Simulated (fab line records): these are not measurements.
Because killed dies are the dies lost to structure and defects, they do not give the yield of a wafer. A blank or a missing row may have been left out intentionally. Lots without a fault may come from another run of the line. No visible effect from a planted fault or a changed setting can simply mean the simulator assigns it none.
Chamber matching    flow nand_harc    cmp-02 running NHARC_P_M1_CMP_23: 4 sister chambers
The step polishes, t overpolish 20 s, target thk 157.82 nm. 8 wafers are shown with their chamber, then 9 later ones without.

## WAFERS PAIRED WITH THEIR CHAMBERS
wafer   chamber  motor_current_A (A)  time_to_endpoint_s (s)
L076.5  3        10.6                 20.5
L083.4  2        12.0                 27.1
L087.1  3        9.9                  25.4
L087.2  1        11.6                 25.8
L087.3  2        13.2                 27.0
L089.2  1        12.1                 26.2
L089.4  0        11.7                 26.3
L089.5  0        11.4                 28.0

## WAFERS WHOSE CHAMBER IS MISSING
wafer   motor_current_A (A)  time_to_endpoint_s (s)
L090.2  12.8                 30.0
L090.4  11.8                 27.6
L090.5  11.3                 26.5
L093.1  12.1                 28.4
L093.2  12.9                 28.0
L093.5  11.2                 25.9
L096.1  10.6                 24.7
L096.4  13.4                 28.3
L096.6  11.9                 24.5

## EACH ONE'S CHAMBER
wafer   from the rows above                in truth
L090.2  can't be placed: 2 or 0 or 1       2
L090.4  can't be placed: 0 or 1 or 2       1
L090.5  can't be placed: 0 or 1 or 2       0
L093.1  can't be placed: 2 or 0 or 1       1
L093.2  can't be placed: 2 or 1 or 0       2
L093.5  can't be placed: 0 or 1 or 3 or 2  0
L096.1  can't be placed: 3 or 0 or 1       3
L096.4  can't be placed: 2 or 1 or 0       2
L096.6  can't be placed: 1 or 0 or 2       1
0 of 9 placed correctly. Unplaceable from these rows: 9, with the true chamber sitting among the candidates in 9. Wrongly placed: 0.
How it was worked out, from the rows above alone: a wafer's distance from a chamber is the root of the sum, over the readings, of the square of ((its reading less the chamber's mean) divided by the reading's scatter). If the next closest chamber is less than 2 further off than the closest, the wafer can't be placed; otherwise it belongs to the closest. For every chamber, the mean is computed from those of its wafers that are shown. The scatter is the square root of a quotient: the sum, over the shown wafers, of each reading's squared deviation from its chamber's mean, divided by wafers minus chambers.
